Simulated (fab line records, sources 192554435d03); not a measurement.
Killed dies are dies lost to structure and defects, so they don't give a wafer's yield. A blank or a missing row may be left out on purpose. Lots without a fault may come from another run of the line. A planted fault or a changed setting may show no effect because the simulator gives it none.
fab line records | flow n5_finfet
record lots=5 wafers=15 last_day=17
route steps=1938 shown MOL_CONTACT_COAG@613 BEOL_M0_SAQP@632 PASSIVATION@1936
lots that met no fault: from a run of the same line without faults
start_h: hours from the record's first day to the start of the lot's first wafer shown | wait_h: hours since the lot's step before | " the same as in the row above | L1.1+2: a row that stands for several wafers | - no value, or no start given | * or withheld: withheld | < > ~ a bound
route shown NAME@n: a module of which the file shows steps, and the number in the route of the first | usual: mean/standard deviation of fault-free wafers | same: alike in all rows | chamber/n: place in a boat | sites: the reading at each site | _std_site: their standard deviation | _edge_site: outer sites' mean less inner sites' | radius_mm: how far each site lies from the wafer's centre | mask NAME#n: copy n | behind: the tool/chamber that last shaped the wafer | hold: why the lot was held/for how many hours/how that ended | device: the transistor (n, p or np) that didn't switch | end of line: the same wafers' tests at the end of the route | a step without rows: its recipe alone | killed: dies lost to structure and defects at the first sort, not the wafer's yield | map: a wafer's dies, x killed, . not, _ none there
set.NAME: the setting as run; set.NAME@STEP: as run at that earlier step | model.NAME: the simulator's own value behind a step, which no gauge read
lots at some steps of the route; a table a step, a row a wafer
services: from which hour (start_h, from the record's first day; less than 0 if before it) a tool's chamber was out of use, for how many hours, and why
## steps
# step N5_MOL_CONTACT_COAG_ETCHBACK_136
# recipe chemistry=CHF3 target=SiO2 target_depth_a=250 time_s=16.7 ion_energy_ev=200 pressure_mtorr=30 source_w=610 bias_w=170 Ar_flow_sccm=200 CHF3_flow_sccm=50
# step N5_MOL_CONTACT_COAG_STRIP_120
# recipe chemistry=CHF3 resist=SiARC rf_frequency_hz=6e+07
# step N5_MOL_CONTACT_COAG_VIA_ETCH_117
# recipe chemistry=C4F6/O2 target_depth_a=400 overetch_a=80 mask_material=SOC target=SiO2 bias_w=455 pressure_mtorr=10 time_s=26 source_w=325 Ar_flow_sccm=300 C4F6_flow_sccm=10 O2_flow_sccm=10 ion_energy_ev=575.3 ends=end_point
# usual drypump_motor_current_A=5.8/0.47 oes_product_au=0.71/0.075 rf_vpp_V=1590/15 showerhead_plenum_p_Torr=2.86/0.058 throttle_valve_pct=41.21/0.22
# columns lot.wafer tool chamber start_h wait_h drypump_motor_current_A oes_product_au rf_hours_counter_h rf_vpp_V showerhead_plenum_p_Torr throttle_valve_pct
L703.1 rie_diel-01 3 110.75 0.0 5.2 0.70 101 1567 2.86 41.44
L703.4 " 1 " " 5.7 0.70 143 1579 2.85 41.26
L703.5 " 1 " " 5.7 0.69 - 1579 2.85 41.26
L706.2 rie_diel-05 1 124.25 0.0 6.6 0.71 127 1574 2.85 40.97
L706.3 " 2 " " 6.0 0.66 185 1591 2.93 41.07
L706.5 " 1 " " 6.6 0.71 - 1574 2.85 40.96
L712.1 rie_diel-04 3 158.99 0.0 5.5 0.83 12 1598 2.91 41.18
L712.3 " 0 " " 6.2 0.61 250 1607 2.91 41.05
L712.6 " 3 " " 5.6 0.84 - 1598 2.91 41.18
L713.1 rie_diel-04 2 165.75 0.0 5.6 0.64 177 1581 2.84 41.53
L713.5 " 2 " " 5.6 0.64 - 1582 2.84 41.54
L713.6 " 3 " " 5.5 0.83 - 1598 2.91 41.18
L718.1 rie_diel-04 3 201.68 0.0 5.5 0.79 29 1597 2.90 41.19
L718.4 " 0 " " 6.2 0.83 - 1608 2.90 40.94
L718.5 " 2 " " 5.5 0.63 - 1582 2.83 41.54
# step N5_MOL_CONTACT_COAG_ETCH_124
# recipe chemistry=CH3F/O2 target=SiNx target_depth_a=65 mask_material=SOC stop_on=SiOC over_etch_frac=0.3 ion_energy_ev=120 pressure_mtorr=30 source_w=395 bias_w=73 Ar_flow_sccm=150 CH3F_flow_sccm=30 O2_flow_sccm=20 ends=end_point
# step N5_MOL_CONTACT_COAG_ETCH_48
# recipe chemistry=C4F6/O2 target_depth_a=150 overetch_a=45 mask_material=SOC target=SiOC bias_w=465 pressure_mtorr=10 time_s=17 source_w=335 Ar_flow_sccm=300 C4F6_flow_sccm=10 O2_flow_sccm=10 ion_energy_ev=576
# usual drypump_motor_current_A=5.8/0.47 oes_product_au=0.67/0.078 rf_vpp_V=1592/15 showerhead_plenum_p_Torr=2.86/0.058 throttle_valve_pct=40.76/0.22
# columns lot.wafer tool chamber start_h wait_h drypump_motor_current_A oes_product_au rf_hours_counter_h rf_vpp_V showerhead_plenum_p_Torr throttle_valve_pct
L703.1 rie_diel-01 3 110.82 0.0 5.2 0.69 101 1566 2.86 41.00
L703.4 " 1 " " 5.7 0.68 143 1581 2.85 40.82
L703.5 " 1 " " 5.6 0.71 - 1581 2.85 40.82
L706.2 rie_diel-05 1 124.32 0.0 6.6 0.68 127 1574 2.85 40.52
L706.3 " 2 " " 6.0 0.61 185 1591 2.93 40.64
L706.5 " 1 " " 6.6 0.66 - 1575 2.85 40.51
L712.1 rie_diel-04 3 159.06 0.0 5.5 0.80 12 1599 2.91 40.73
L712.3 " 0 " " 6.2 0.57 250 1608 2.91 40.61
L712.6 " 3 " " 5.5 0.80 - 1599 2.91 40.73
L713.1 rie_diel-04 2 165.82 0.0 5.6 0.60 177 1584 2.84 41.06
L713.5 " 2 " " 5.6 0.62 - 1585 2.84 41.07
L713.6 " 3 " " 5.6 0.75 - 1599 2.91 40.72
L718.1 rie_diel-04 3 201.74 0.0 5.5 0.78 29 1597 2.90 40.75
L718.4 " 0 " " 6.2 0.81 - 1609 2.90 40.51
L718.5 " 2 " " 5.6 0.63 - 1582 2.83 41.10
# step N5_MOL_CONTACT_COAG_STRIP_72
# recipe chemistry=N2/H2 power_w=450 temp_c=40 pressure_mtorr=20 rf_frequency_hz=6e+07 overash_fraction=3 bias_power_w=7 h2_frac=0.5 n2_flow_sccm=200 h2_flow_sccm=200
# step N5_MOL_CONTACT_COAG_STRIP_49
# recipe chemistry=N2/H2 time_s=30 power_w=1000 temp_c=250 pressure_mtorr=withheld n2_flow_sccm=1750 h2_flow_sccm=3250
# usual drypump_motor_current_A=5.75/0.098 heater_power_w=344/22 n2_flow_sccm=1750/5.1
# columns lot.wafer tool chamber start_h wait_h drypump_motor_current_A heater_power_w n2_flow_sccm rf_hours_counter_h
L703.1 plasma_asher-01 1 110.95 - 5.71 340 1750 42
L703.4 " 1 " " 5.72 353 1753 -
L703.5 " 0 " " 5.63 358 1749 -
L706.2 plasma_asher-02 0 124.85 - 5.92 351 1761 101
L706.3 " 1 " " 5.72 307 1745 -
L706.5 " 0 " " 5.92 348 1754 -
L712.1 plasma_asher-01 1 159.20 - 5.73 349 1750 53
L712.3 " 0 " " 5.65 370 1743 -
L712.6 " 1 " " 5.73 341 1740 -
L713.1 plasma_asher-01 1 165.96 - 5.73 336 1740 55
L713.5 " 1 " " 5.73 347 1740 -
L713.6 " 0 " " 5.63 367 1747 -
L718.1 plasma_asher-01 1 201.88 - 5.70 342 1744 63
L718.4 " 0 " " 5.67 352 1752 -
L718.5 " 1 " " 5.69 345 1744 -
# step N5_MOL_CONTACT_COAG_PRECLEAN_138
# recipe chemistry=alkaline_clean temp_c=60 time_s=60 do_ppb=50
# step N5_MOL_CONTACT_COAG_SRD_139
# recipe dry=ipa_marangoni time_s=30 temp_c=23 rinse_liquid=diw
# step N5_MOL_CONTACT_COAG_CD_MEAS_101
# recipe target_cd_nm=16
# usual cd_nm=15.98/0.29
# columns lot.wafer tool chamber start_h wait_h cd_nm
L703.1 cd_sem-02 - 111.10 0.0 16.43
L703.4 " - " " 15.73
L703.5 " - " " 16.26
L706.2 cd_sem-03 - 125.00 0.0 15.86
L706.3 " - " " 16.18
L706.5 " - " " 16.49
L712.1 cd_sem-01 - 159.34 0.0 16.00
L712.3 " - " " 15.63
L712.6 " - " " 16.24
L713.1 cd_sem-03 - 166.11 0.0 16.00
L713.5 " - " " 16.11
L713.6 " - " " 16.19
L718.1 cd_sem-02 - 202.03 0.0 15.72
L718.4 " - " " 16.05
L718.5 " - " " 16.13
# step N5_MOL_CONTACT_COAG_PRE_CLEAN_121
# recipe gas=H2/He time_s=* temp_c=withheld
# step N5_MOL_CONTACT_COAG_CVD_140
# recipe material=W target_thk_a=665 mode=selective_fill temp_c=300 time_s=215
# step N5_MOL_CONTACT_COAG_PRECLEAN_127
# recipe chemistry=DIW time_s=57.5 temp_c=23
# columns lot.wafer tool chamber start_h wait_h
L703.1+4+5 wet_bench-04 7,4,0 111.50 0.2
L706.2+3+5 wet_bench-04 7,1,5 125.40 0.2
L712.1+3+6 wet_bench-03 0,3,4 159.75 0.2
L713.1+5+6 wet_bench-05 3,1,0 166.51 0.2
L718.1+4+5 wet_bench-03 7,0,4 202.43 0.2
# step N5_MOL_CONTACT_COAG_SRD_128
# recipe dry_time_s=32 dry=n2_spin spin_rpm=1500
# step N5_MOL_CONTACT_COAG_CMP_52
# recipe stop_on=SiO2 t_overpolish_s=1.5 post_cmp_clean=w_dilute_nh4oh down_force_psi=4 platen_rpm=50.289 pad_velocity_m_s=1.0006 target_thk_nm=66.5
# step N5_MOL_CONTACT_COAG_THK_MEAS_53
# recipe reads=SiO2_of_MOL_CONTACT_COAG_PECVD_31
# usual VIA_MOL_THK=44.0/0.64
# columns lot.wafer tool chamber start_h wait_h VIA_MOL_THK[nm]
L703.1 film_metro-01 - 111.85 - 44.3
L703.4 " - " " 44.6
L703.5 " - " " 44.4
L706.2 film_metro-02 - 125.76 - 44.3
L706.3 " - " " 43.5
L706.5 " - " " 44.6
L712.1 film_metro-02 - 160.09 - 44.3
L712.3 " - " " 44.1
L712.6 " - " " 44.2
L713.1 film_metro-01 - 166.86 - 42.8
L713.5 " - " " 44.1
L713.6 " - " " 43.9
L718.1 film_metro-01 - 202.77 - 43.7
L718.4 " - " " 44.5
L718.5 " - " " 43.8
# step N5_MOL_CONTACT_COAG_ANNEAL_112
# recipe temp_c=400 time_s=1800 ambient=HPD2 pressure_atm=10
# usual spike_tc_centre_C=401.2/1 wafer_temp_C_max=401.5/0.32
# columns lot.wafer tool chamber start_h wait_h spike_tc_centre_C wafer_temp_C_max
L703.1 hp_anneal-01 0 111.87 0.0 402.6 401.0
L703.4 " 0 " " 400.9 401.6
L703.5 " 0 " " 402.4 401.7
L706.2 hp_anneal-01 0 125.79 0.0 400.5 401.3
L706.3 " 0 " " 401.0 401.7
L706.5 " 0 " " 401.3 401.3
L712.1 hp_anneal-01 0 160.22 0.1 400.3 400.8
L712.3 " 0 " " 401.7 401.8
L712.6 " 0 " " 399.1 401.7
L713.1 hp_anneal-01 0 166.88 0.0 399.2 401.1
L713.5 " 0 " " 402.7 401.4
L713.6 " 0 " " 400.2 401.5
L718.1 hp_anneal-01 0 204.43 1.7 400.8 401.2
L718.4 " 0 " " 401.7 401.4
L718.5 " 0 " " 401.8 401.3
# step N5_BEOL_M0_SAQP_PECVD_00
# recipe material=SiCN target_thk_a=80 temp_c=withheld precursor=3MS/NH3 pressure_torr=3 rf_w=202 time_s=14
# step N5_BEOL_M0_SAQP_ILD_DEP_01
# recipe material=SiOC target_thk_a=454.19 temp_c=350 precursor=DEMS/O2 pressure_torr=5 rf_w=500 time_s=8.7
# step N5_BEOL_M0_SAQP_HM_DEP_02
# recipe material=TiN target_thk_a=120 temp_c=25 chamber_pressure_pa=0.49996
# step N5_BEOL_M0_SAQP_PECVD_03
# recipe material=SiCN target_thk_a=120 temp_c=withheld precursor=3MS/NH3 pressure_torr=3 rf_w=202 time_s=21.1
# step N5_BEOL_M0_SAQP_PECVD_96
# recipe material=a-Si target_thk_a=450 temp_c=350 precursor=SiH4/He pressure_torr=3 rf_w=100 time_s=45.2
# usual heater_power_w=598/51 showerhead_plenum_p_Torr=5.67/0.056 throttle_valve_pct=18.3/1.1
# columns lot.wafer tool chamber start_h wait_h heater_power_w showerhead_plenum_p_Torr throttle_valve_pct
L703.1 pecvd-04 2 115.50 0.0 574 5.64 17.0
L703.4 " 1 " " 582 5.67 17.3
L703.5 " 0 " " 586 5.70 19.9
L706.2 pecvd-04 2 132.56 0.0 600 5.63 16.6
L706.3 " 1 " " 618 5.67 17.7
L706.5 " 2 " " 575 5.62 17.2
L712.1 pecvd-01 2 165.55 0.0 592 5.72 18.2
L712.3 " 2 " " 598 5.74 18.4
L712.6 " 2 " " 599 5.72 18.1
L713.1 pecvd-03 0 174.57 0.0 587 5.57 18.3
L713.5 " 1 " " 612 5.60 18.1
L713.6 " 0 " " 598 5.58 18.0
L718.1 pecvd-03 1 210.40 0.0 643 5.60 18.2
L718.4 " 0 " " 522 5.59 18.2
L718.5 " 1 " " 647 5.59 18.4
# step N5_BEOL_M0_SAQP_PECVD_97
# recipe material=SiNx target_thk_a=230 temp_c=350 precursor=SiH4/NH3/N2 pressure_torr=1.5 rf_w=300 time_s=19.9
# step N5_BEOL_M0_SAQP_PECVD_04
# recipe material=a-Si target_thk_a=600 temp_c=350 precursor=SiH4/He pressure_torr=3 rf_w=100 time_s=60.2
# step N5_BEOL_M0_SAQP_THK_MEAS_05
# usual thk_nm=60.1/0.86
# columns lot.wafer tool chamber start_h wait_h thk_nm
L703.1 film_metro-02 - 115.68 0.1 59.1
L703.4 " - " " 60.5
L703.5 " - " " 59.6
L706.2 film_metro-02 - 132.74 0.1 58.3
L706.3 " - " " 59.0
L706.5 " - " " 59.7
L712.1 film_metro-01 - 165.80 0.1 59.4
L712.3 " - " " 60.3
L712.6 " - " " 60.7
L713.1 film_metro-01 - 174.76 0.1 60.1
L713.5 " - " " 60.4
L713.6 " - " " 60.5
L718.1 film_metro-02 - 210.58 0.1 60.7
L718.4 " - " " 61.1
L718.5 " - " " 61.4
# step N5_BEOL_M0_SAQP_HM_DEP_111
# recipe material=SiO2 target_thk_a=120 temp_c=400 precursor=SiH4/N2O pressure_torr=0.75 rf_w=275 time_s=7.2
# step N5_BEOL_M0_SAQP_COAT_81
# recipe resist=SOC temp_c=250 time_s=60 spin_rpm=1500 resist_thk_nm=100
# step N5_BEOL_M0_SAQP_COAT_82
# recipe resist=SiARC temp_c=220 time_s=60 spin_rpm=1500 resist_thk_nm=30
# step N5_BEOL_M0_SAQP_COAT_08
# recipe resist=CAR-ArF spin_rpm=1500 resist_thk_nm=90
# step N5_BEOL_M0_SAQP_EBR_10
# recipe solvent=PGMEA ebr_width_mm=1.5
# step N5_BEOL_M0_SAQP_SOFTBAKE_09
# recipe temp_c=110 time_s=60 resist=CAR-ArF
# step N5_BEOL_M0_SAQP_EXPOSE_11
# recipe mask_id=M0_CORE na=1.35 source_shape=dipole sigma_inner=0.538 sigma_outer=0.738 polarization=te target_cd_nm=42 dose_mj=55
# step N5_BEOL_M0_SAQP_PEB_12
# recipe peb_temp_c=withheld peb_time_s=60 resist=CAR-ArF
# step N5_BEOL_M0_SAQP_DEVELOP_13
# recipe develop_time_s=30 developer=TMAH resist=CAR-ArF dev_temp_c=23 rinse_liquid=diw dry=air_spin
# step N5_BEOL_M0_SAQP_CD_MEAS_14
# recipe target_cd_nm=42.5 landing_energy_ev=500 detector=se_inlens
# usual cd_nm=42.5/0.32
# columns lot.wafer tool chamber start_h wait_h cd_nm
L703.1 cd_sem-03 0 116.16 - 42.5
L703.4 " 0 " " 42.3
L703.5 " 0 " " 42.7
L706.2 cd_sem-02 0 133.22 - 42.5
L706.3 " 0 " " 42.4
L706.5 " 0 " " 42.2
L712.1 cd_sem-01 0 166.16 - 42.4
L712.3 " 0 " " 42.4
L712.6 " 0 " " 42.8
L713.1 cd_sem-01 0 175.25 - 42.8
L713.5 " 0 " " 42.3
L713.6 " 0 " " 42.4
L718.1 cd_sem-03 0 210.94 - 43.3
L718.4 " 0 " " 42.8
L718.5 " 0 " " 43.2
# step N5_BEOL_M0_SAQP_OVL_MEAS_15
# recipe points_per_wafer=44
# usual M0_CORE_OVL=0.0/0.79
# columns lot.wafer tool chamber start_h wait_h M0_CORE_OVL[nm]
L703.1 overlay-01 0 116.19 0.0 0.6
L703.4 " 0 " " -0.3
L703.5 " 0 " " 0.7
L706.2 overlay-02 0 133.25 0.0 -0.3
L706.3 " 0 " " 0.1
L706.5 " 0 " " 0.9
L712.1 overlay-01 0 166.19 0.0 -0.6
L712.3 " 0 " " 0.6
L712.6 " 0 " " -0.6
L713.1 overlay-02 0 175.28 0.0 1.3
L713.5 " 0 " " -0.1
L713.6 " 0 " " -1.0
L718.1 overlay-01 0 210.97 0.0 1.3
L718.4 " 0 " " 0.0
L718.5 " 0 " " 0.1
# step N5_BEOL_M0_SAQP_DESCUM_19
# recipe chemistry=O2 time_s=7.9 source_power_w=50 bias_power_w=20 pressure_mtorr=20 rf_frequency_hz=2.712e+07 temp_c=40 resist=CAR-ArF o2_flow_sccm=225
# step N5_BEOL_M0_SAQP_ETCH_83
# recipe chemistry=CF4 target=SiARC target_depth_a=390 mask_material=CAR-ArF time_s=65 ion_energy_ev=80 pressure_mtorr=40 source_w=545 bias_w=36 Ar_flow_sccm=100 cf4_flow_sccm=100 ends=cleared
# step N5_BEOL_M0_SAQP_ETCH_84
# recipe chemistry=N2/H2 target=SOC target_depth_a=1000 overetch_a=200 mask_material=SiARC temp_c=40 time_s=150 ion_energy_ev=200 pressure_mtorr=30 source_w=840 bias_w=150 n2_flow_sccm=200 h2_flow_sccm=200
# step N5_PASSIVATION_PROBE_49
# usual defect_limited_yield=91.6/1.6 killed_at_M0_to_M3=32/9.7 killed_at_M4_up=13/4.4 killed_at_contacts=12/6.5 killed_at_front_end=38/12 killed_at_other=3.7/3 killed_dies=99/18 killed_open=66/14 killed_short=32/7.5 sort_bin_5_function=4.9/1 sort_bin_6_memory=3.2/0.73 sort_n_pass=1081/18 sort_yield_pct=91.6/1.6
# same gross_dies=1180 killed_at_back_side=0 sort_bin_4_leakage[%]=0 sort_bin_8_speed[%]=0
# columns lot.wafer tool chamber start_h wait_h defect_limited_yield[%] killed_at_M0_to_M3 killed_at_M4_up killed_at_contacts killed_at_front_end killed_at_other killed_dies killed_open killed_short sort_bin_5_function[%] sort_bin_6_memory[%] sort_n_pass sort_yield_pct[%]
L718.4 prober-01 - 419.44 0.2 84.1 29 12 112 32 3 188 54 26 9.0 3.1 992 84.1
# killed by level:class
L718.4 MOL_CONTACT_COAG:unspecified=106 BEOL_M3:geometric_particle:open=9 FIN_SAQP:geometric_particle:short=7 BEOL_M0_SAQP:geometric_particle:open=7 FIN_SAQP:geometric_particle:open=5 ILD0:geometric_particle:short=4 MOL_CONTACT_COAG:geometric_particle:open=4 BEOL_M0_SAQP:geometric_particle:short=4
# map L718.4 (x killed, . not)
_________________........x...________________
______________.........x......x._____________
___________........................__________
__________.......x.......x.........._________
________x............................._______
_______...........x...x........x.......______
______.......................x.........._____
_____................................x...____
____............x.................x...x...___
___.x..........x..........x......x.........__
___..........xx......x..x.............x....__
__x....x................x...........x......._
__....x....x.........x......................_
_..x...x..x.............x.x..........x.......
_.xx.x..x.x........x......x.............x....
_xxxxxxxxx..........x................x.....x.
_xxxxxxxxx..x.......x...................xx...
_xxxxxxxxxxxx...................x............
_xxxxxxxxxx.......x...x...............x......
_xxxxxxxxxx..x..........x....x...............
_xxxxxxxxxxxx...................x....x....x..
__xxxxxxxxxxx.x....................x...x...._
__xxxxxxxx..........x......................._
___xxxxx.x.......x...x....x.x..............__
___xxxxxxx.x................xxx.x..........__
____xxx...x...............................___
_____....xx..............x...............____
______....x...........x..x....x....x...._____
_______..........x......x......x....x..______
________......x......................._______
__________....x....................._________
___________..........x.............__________
______________.................x_____________
_________________............________________
# map L712.6 (x killed, . not)
_________________............________________
______________..x.........x....._____________
___________...........x............__________
__________.............x.....x......_________
________..x..........x..x......x.x...._______
_______......x..x......................______
______x....................x.x.........._____
_____....x............x.................x____
____.x..........x......x..x...............___
___.x..........xx..........................__
___.xxx......x.............................__
__.......x......xx.......x............x....._
__.................x.....x...x....x........._
_............x...x....x............x.........
_...........x....x..............x...x....xx..
_..x.....x..............x.x............x.....
_...x..x..x............x...................x.
_xx....x.....................................
_................x.............x.............
_.x...................x......................
_..................x..x.......x....x....x....
__x......xx........x..x..................x.._
__...........x...........x...x.x............_
___.xx.xx.....x.x.......x..x.........x.....__
___x.......xx....................xx........__
____xx..x..................x..............___
_____.......x..................x.........____
______.......x...............x.x.....x.x_____
_______........x........x..x....x......______
________...x...............x.........._______
__________.....x...................._________
___________...............x......xx__________
______________.............x...._____________
_________________........x...________________
## services
# columns tool chamber start_h hours kind
rie_diel-04 3 101.78 - clean
rie_diel-04 3 101.78 - consumable_replace:focus_ring
rie_diel-04 3 101.78 28.4 scheduled_down
rie_diel-04 3 101.78 28.4 vent_cycle
plasma_asher-01 - 117.89 8.2 repair
rie_diel-04 - 119.54 2.3 repair
pecvd-04 - 125.78 0.8 pm
rie_diel-05 - 132.88 14.6 pm
plasma_asher-02 - 146.07 28.1 pm
rie_diel-04 0 160.67 - clean
rie_diel-04 0 160.67 - consumable_replace:focus_ring
rie_diel-04 0 160.67 25.2 scheduled_down
rie_diel-04 0 160.67 25.2 vent_cycle
pecvd-01 - 162.71 0.8 repair
pecvd-01 0 165.33 2.4 repair
rie_diel-05 1 173.90 8.8 repair
rie_diel-04 1 176.16 8.1 repair
pecvd-01 - 181.09 0.6 repair
rie_diel-01 0 182.28 1.9 repair
plasma_asher-01 - 183.68 14.6 pm
wet_bench-04 - 185.28 1.9 pm
plasma_asher-02 - 187.79 18.5 repair
rie_diel-01 2 190.80 1.6 repair
pecvd-03 - 208.55 0.7 repair
## key
first_sign step=N5_PASSIVATION_PROBE_49 reading=killed_at_contacts direction=up sigmas=15 usual=12 struck=112
effect step=N5_PASSIVATION_PROBE_49 reading=defect_limited_yield direction=down sigmas=4.8 usual=91.6 struck=84.1
more_kills_born_at N5_MOL_CONTACT_COAG_PRECLEAN_127@wet_bench-03=106
met_at N5_MOL_CONTACT_COAG_PRECLEAN_127
struck_wafers L718.4
onset_between 159.75 202.43
fault kind=chamber_particle_source tool=wet_bench-03 chamber=0 onset_h=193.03 steps=N5_MOL_CONTACT_COAG_PRECLEAN_127 rate_per_visit_cm2=1.9695 end_h=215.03
